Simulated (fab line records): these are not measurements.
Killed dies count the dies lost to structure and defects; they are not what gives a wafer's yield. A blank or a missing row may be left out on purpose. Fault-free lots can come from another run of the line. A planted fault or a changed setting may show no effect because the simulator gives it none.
fab line records | flow nandHarc
[record] lots = 12 wafers = 36 lastDay = 24
route steps=1159 shown A_CHANNEL_HOLE_D1@475 A_CHANNEL_FILL_D1@492
lots that met no fault: from a run of the same line without faults
startH: the number of hours between the record's first day and the start of the first shown wafer of the lot | waitH: hours from the lot's prior step to this one | " the same as in the row above | L1.1+2: a row that stands for several wafers | - either no value or no given start | * or withheld: withheld | < > ~ a bound
route shown NAME@n: names a module that has steps shown in the file, with the first one's number in the route | usual: mean and standard deviation over wafers with no fault | same: alike in all rows | chamber/n: place in a boat | sites: per-site readings | _std_site: the standard deviation of these | _edge_site: inner sites' mean taken away from outer sites' mean | radiusMm: how far each site lies from the wafer's centre | mask NAME#n: copy n | behind: the most recent tool/chamber to have shaped the wafer | hold: what put the lot on hold/how long, in hours/how the hold closed | device: the transistor (n, p or np) that didn't switch | end of line: tests of these same wafers at the route's end | for a step that has no rows: nothing shown but its recipe | killed: dies that structure and defects cost at the first sort, which is not the same as the wafer's yield | map: shows each die of a wafer: x if killed, . if not, _ if none is there
set.NAME: setting as actually run; set.NAME@STEP: the setting as run at that earlier step | model.NAME: the simulator's own value behind a step, which no gauge read
a sample of lots followed through the steps of the route, with each step as a table and each wafer as a row
services: when a tool's chamber went out of use (startH, in hours from the record's first day, below 0 if earlier), for how many hours, and the reason
[[steps]]
[step NHARC_A_CHANNEL_HOLE_D1_ETCH_23]
[recipe] biasV = 5000 sourceW = withheld pressureMtorr = 20 timeS = 819 arFlowSccm = 375 c4f8FlowSccm = 89.3 o2FlowSccm = 35.7 tempC = -20 targetDepthA = 16000 chemistry = C4F8/O2/Ar
[usual] chamberPressureMTorr = 20.000/0.019 drypumpMotorCurrentA = 6.2/0.57 heBacksideLeakSccm = 6.2/0.45 showerheadPlenumPTorr = 3.78/0.11 throttleValvePct = 32.155/0.0096
// columns lot.wafer tool chamber startH waitH chamberPressureMTorr drypumpMotorCurrentA heBacksideLeakSccm rfHoursCounterH showerheadPlenumPTorr throttleValvePct
L506.1 harEtch-02 1 173.76 0.5 19.997 6.7 5.6 98 3.88 32.150
L506.3 " 0 " " 20.023 5.4 5.8 - 3.88 32.169
L506.5 " 0 " " 20.030 5.4 6.0 - 3.88 32.163
L508.2 harEtch-01 0 186.17 0.5 19.962 6.7 6.5 192 3.62 32.165
L508.3 " 1 " " 20.007 6.0 6.1 - 3.82 32.165
L508.4 " 0 " " 20.001 6.6 6.6 - 3.62 32.149
L511.1 harEtch-01 0 201.80 0.5 19.996 6.7 6.6 203 3.61 32.159
L511.2 " 1 " " 20.020 6.1 6.0 203 3.82 32.156
L511.3 " 0 " " 19.979 6.7 6.3 - 3.61 32.150
L512.1 harEtch-02 1 215.89 0.5 19.978 6.7 5.6 114 3.87 32.160
L512.4 " 0 " " 20.028 5.4 5.7 - 3.87 32.130
L512.5 " 0 " " 20.027 5.4 5.9 - 3.87 32.144
L513.1 harEtch-01 1 216.05 0.5 19.987 6.1 6.3 207 3.82 32.143
L513.4 " 0 " " 19.988 6.7 6.6 - 3.61 32.168
L513.3 " 1 " " 20.026 6.1 6.2 - 3.82 32.147
L518.1 harEtch-01 1 255.14 0.5 19.999 6.1 6.3 224 3.81 32.149
L518.4 " 0 " " 20.026 6.7 6.4 - 3.60 32.161
L518.6 " 0 " " 19.995 6.7 6.2 - 3.60 32.169
L522.2 harEtch-01 0 269.02 0.5 20.028 6.7 6.9 230 3.60 32.147
L522.1 " 1 " " 20.000 6.0 6.5 230 3.80 32.161
L522.6 " 0 " " 20.016 6.8 6.7 - 3.60 32.142
L524.2 harEtch-01 0 280.41 0.5 19.994 6.7 6.6 238 3.59 32.144
L524.3 " 1 " " 20.027 6.1 6.9 - 3.80 32.146
L524.4 " 0 " " 19.983 6.7 6.5 - 3.59 32.153
L526.2 harEtch-01 0 296.58 0.5 20.000 6.7 6.6 243 3.59 32.159
L526.1 " 1 " " 19.966 6.1 6.7 243 3.80 32.137
L526.6 " 0 " " 20.009 6.7 6.8 - 3.59 32.148
L527.1 harEtch-02 0 300.81 0.5 19.983 5.4 6.2 155 3.84 32.144
L527.2 " 1 " " 20.026 6.8 5.9 155 3.85 32.156
L527.3 " 0 " " 19.962 5.4 6.2 - 3.84 32.171
L529.3 harEtch-01 1 301.20 0.5 19.992 6.1 6.9 - 3.79 32.154
L529.4 " 0 " " 20.000 6.7 6.5 - 3.59 32.171
L529.6 " 1 " " 19.980 6.0 6.9 - 3.79 32.149
L528.2 harEtch-02 0 305.09 0.5 19.982 5.4 6.2 159 3.84 32.159
L528.5 " 1 " " 20.011 6.7 5.9 - 3.84 32.158
L528.6 " 0 " " 20.036 5.4 6.3 - 3.84 32.149
[step NHARC_A_CHANNEL_HOLE_D1_ETCH_26]
[recipe] biasV = 300 sourceW = 2000 pressureMtorr = 30 timeS = 224.1 arFlowSccm = 375 c4f8FlowSccm = 11.4 o2FlowSccm = 113.6 tempC = -20 targetDepthA = 3000 chemistry = C4F8/O2/Ar
[usual] chamberPressureMTorr = 30.001/0.028 drypumpMotorCurrentA = 6.2/0.57 heBacksideLeakSccm = 6.2/0.37 showerheadPlenumPTorr = 3.83/0.11 throttleValvePct = 24.583/0.01
// columns lot.wafer tool chamber startH waitH chamberPressureMTorr drypumpMotorCurrentA heBacksideLeakSccm rfHoursCounterH showerheadPlenumPTorr throttleValvePct
L506.1 harEtch-02 1 176.10 0.7 29.992 6.7 5.3 100 3.93 24.581
L506.3 " 0 " " 30.020 5.4 5.8 - 3.93 24.565
L506.5 " 0 " " 30.039 5.4 5.8 - 3.93 24.582
L508.2 harEtch-01 0 188.43 0.6 29.960 6.7 6.5 194 3.66 24.578
L508.3 " 1 " " 30.041 6.1 6.5 - 3.88 24.587
L508.4 " 0 " " 30.004 6.7 6.6 - 3.66 24.581
L511.1 harEtch-01 0 204.14 0.7 30.015 6.7 6.6 205 3.65 24.577
L511.2 " 1 " " 29.998 6.1 6.4 205 3.87 24.608
L511.3 " 0 " " 29.982 6.7 6.3 - 3.65 24.586
L512.1 harEtch-02 1 218.16 0.6 29.967 6.7 5.7 117 3.92 24.600
L512.4 " 0 " " 29.987 5.4 5.9 - 3.92 24.599
L512.5 " 0 " " 30.007 5.4 5.8 - 3.92 24.577
L513.1 harEtch-01 1 218.31 0.6 29.975 6.1 6.7 209 3.87 24.598
L513.4 " 0 " " 29.990 6.7 6.3 - 3.65 24.608
L513.3 " 1 " " 30.022 6.0 6.4 - 3.87 24.582
L518.1 harEtch-01 1 257.40 0.6 29.993 6.0 6.4 227 3.86 24.576
L518.4 " 0 " " 30.046 6.7 6.7 - 3.64 24.596
L518.6 " 0 " " 30.032 6.7 6.8 - 3.64 24.579
L522.2 harEtch-01 0 271.35 0.7 30.041 6.7 6.6 232 3.64 24.585
L522.1 " 1 " " 30.001 6.1 6.6 232 3.85 24.581
L522.6 " 0 " " 29.990 6.7 6.5 - 3.64 24.576
L524.2 harEtch-01 0 282.67 0.6 29.945 6.7 6.6 240 3.63 24.587
L524.3 " 1 " " 30.026 6.1 6.5 - 3.85 24.574
L524.4 " 0 " " 29.978 6.8 6.4 - 3.63 24.578
L526.2 harEtch-01 0 298.92 0.7 30.028 6.7 6.7 245 3.63 24.570
L526.1 " 1 " " 30.001 6.1 6.5 245 3.85 24.569
L526.6 " 0 " " 29.988 6.7 6.4 - 3.63 24.601
L527.1 harEtch-02 0 303.16 0.7 30.010 5.4 6.4 158 3.90 24.578
L527.2 " 1 " " 30.001 6.7 5.9 158 3.90 24.595
L527.3 " 0 " " 29.989 5.4 6.5 - 3.90 24.599
L529.3 harEtch-01 1 303.38 0.5 30.016 6.0 6.6 - 3.84 24.574
L529.4 " 0 " " 30.010 6.7 6.6 - 3.63 24.594
L529.6 " 1 " " 29.998 6.0 6.9 - 3.84 24.581
L528.2 harEtch-02 0 307.34 0.6 29.999 5.4 6.4 161 3.90 24.580
L528.5 " 1 " " 29.993 6.7 6.2 - 3.90 24.582
L528.6 " 0 " " 29.998 5.4 6.4 - 3.90 24.589
[step NHARC_A_CHANNEL_FILL_D1_ALD_02]
[recipe] targetThkA = 60 pulseTimeS = 10 aldCycles = 60 tempC = 300 material = SiO2
[usual] heaterPowerW = 470/40 precursorPulseHeightRel = 1.001/0.022 susceptorTempC = 300.01/0.22
[same] aldCycles = 60
// columns lot.wafer tool chamber startH waitH heaterPowerW precursorPulseHeightRel susceptorTempC
L506.3 aldHk-03 0 179.17 - 525 1.026 299.77
L506.1 " 2 " " 425 1.022 299.76
L506.5 " 0 " " 539 1.002 299.99
L508.3 aldHk-03 2 193.05 - 434 1.045 299.83
L508.4 " 3 " " 461 1.027 300.23
L508.2 " 1 " " 430 0.998 299.89
L511.2 aldHk-03 0 206.60 - 536 0.994 305.12
L511.3 " 2 " " 441 1.019 304.74
L511.1 " 3 " " 481 0.970 304.52
L512.1 aldHk-03 2 221.06 - 436 1.019 305.02
L512.4 " 1 " " 449 0.992 304.95
L512.5 " 2 " " 452 0.984 304.78
L513.3 aldHk-04 2 221.17 - 457 0.976 299.98
L513.1 " 3 " " 509 0.979 299.74
L513.4 " 0 " " 501 1.020 299.87
L518.4 aldHk-02 1 261.20 - 443 0.972 299.61
L518.1 " 2 " " 497 0.997 299.83
L518.6 " 0 " " 532 0.998 300.14
L522.1 aldHk-04 2 273.49 - 454 0.986 300.14
L522.2 " 1 " " 397 1.055 300.34
L522.6 " 3 " " 511 1.014 300.08
L524.4 aldHk-03 3 284.90 - 465 0.970 300.33
L524.3 " 0 " " 516 1.043 299.81
L524.2 " 1 " " 437 0.979 299.84
L526.1 aldHk-04 0 301.12 - 509 0.978 300.01
L526.2 " 2 " " 458 1.026 299.70
L526.6 " 3 " " 517 1.003 300.06
L527.3 aldHk-03 0 316.29 - 532 0.986 300.09
L527.2 " 2 " " 431 1.005 299.78
L527.1 " 3 " " 466 0.956 299.94
L529.3 aldHk-04 2 316.31 - 454 0.994 300.27
L529.4 " 3 " " 507 1.011 299.50
L529.6 " 3 " " 519 0.971 299.67
L528.2 aldHk-03 1 316.80 - 443 1.004 300.14
L528.6 " 0 " " 529 1.022 299.96
L528.5 " 1 " " 438 0.998 300.24
[step NHARC_A_CHANNEL_FILL_D1_ALD_03]
[recipe] targetThkA = 60 pulseTimeS = 60 aldCycles = 58 tempC = 630 pressureTorr = 2 material = SiNx
[usual] precursorPulseHeightRel = 1.000/0.021 susceptorTempC = 630.09/0.3
[same] aldCycles = 58
// columns lot.wafer tool chamber startH waitH precursorPulseHeightRel susceptorTempC
L506.1 aldSinBatch-02 0 - - 0.982 -
L506.3 " 0 " " 0.981 -
L506.5 " 0 " " 1.006 -
L508.2 aldSinBatch-03 0 - - 0.997 -
L508.3 " 0 " " 0.968 -
L508.4 " 0 " " 0.979 -
L511.1 aldSinBatch-02 0 - - 1.001 630.36
L511.2 " 0 " " 0.998 630.24
L511.3 " 0 " " 1.031 630.02
L512.1 aldSinBatch-01 0 - - 0.998 630.55
L512.4 " 0 " " 0.991 629.95
L512.5 " 0 " " 1.020 630.41
L513.1 aldSinBatch-01 0 - - 0.947 630.04
L513.3 " 0 " " 0.963 629.90
L513.4 " 0 " " 1.007 629.77
L518.1 aldSinBatch-01 0 - - 0.986 630.29
L518.4 " 0 " " 0.959 629.62
L518.6 " 0 " " 1.014 630.16
L522.1 aldSinBatch-02 0 - - 0.994 630.27
L522.2 " 0 " " 0.987 630.05
L522.6 " 0 " " 1.003 630.25
L524.2 aldSinBatch-02 0 - - 1.021 -
L524.3 " 0 " " 1.021 -
L524.4 " 0 " " 1.002 -
L526.1 aldSinBatch-01 0 - - 0.989 630.57
L526.2 " 0 " " 0.990 630.11
L526.6 " 0 " " 1.020 630.63
L527.1 aldSinBatch-01 0 - - 1.013 630.25
L527.2 " 0 " " 0.990 630.16
L527.3 " 0 " " 0.966 630.00
L528.2 aldSinBatch-01 0 - - 0.985 630.02
L528.5 " 0 " " 1.034 630.29
L528.6 " 0 " " 1.014 629.67
L529.3 aldSinBatch-01 0 - - 0.993 630.21
L529.4 " 0 " " 1.041 630.46
L529.6 " 0 " " 0.972 630.29
[[services]]
// columns tool chamber startH hours kind
aldHk-04 - 152.58 3.4 repair
aldHk-03 0 155.51 - clean
aldHk-03 1 155.51 - clean
aldHk-03 2 155.51 - clean
aldHk-03 3 155.51 - clean
aldHk-04 0 186.17 10.0 ventCycle
aldHk-04 2 186.17 10.0 ventCycle
aldHk-04 3 186.17 10.0 ventCycle
aldHk-04 0 196.17 - clean
aldHk-04 1 196.17 - clean
aldHk-04 2 196.17 - clean
aldHk-04 3 196.17 - clean
aldHk-02 - 282.72 10.0 pm
aldHk-02 0 282.72 10.0 ventCycle
aldHk-02 1 282.72 10.0 ventCycle
aldHk-02 2 282.72 10.0 ventCycle
aldHk-02 3 282.72 10.0 ventCycle
aldHk-02 0 292.72 - clean
aldHk-02 1 292.72 - clean
aldHk-02 2 292.72 - clean
harEtch-01 - 305.00 17.0 pm
harEtch-01 0 305.00 17.0 ventCycle
harEtch-01 1 305.00 17.0 ventCycle
aldSinBatch-03 - 314.00 26.0 pm
[[key]]
[firstSign] step = NHARC_A_CHANNEL_FILL_D1_ALD_02 reading = susceptorTempC direction = up sigmas = 22 usual = * struck = *
effect none on later readings
metAt NHARC_A_CHANNEL_FILL_D1_ALD_02
struckLots L511,L512
testerLeftOut L511,L512
notActingAt NHARC_A_CHANNEL_HOLE_D1_ETCH_23,NHARC_A_CHANNEL_HOLE_D1_ETCH_26,NHARC_A_CHANNEL_FILL_D1_ALD_03
onsetBetween 193.05 206.60
[fault] kind = processParameterDrift tool = aldHk-03 chamber = - onsetH = 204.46 steps = NHARC_A_CHANNEL_FILL_D1_ALD_02 channel = tempC offset = * shape = step endH = 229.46 actsIn = * stated = *
// testerLeftOut: of these lots the tester's yield and bins aren't shown, on N5 and GAA mostly nor the transistor test; their killed dies are dies lost to structure and defects alone, not to doping, threshold or leakage, so they don't give the yield
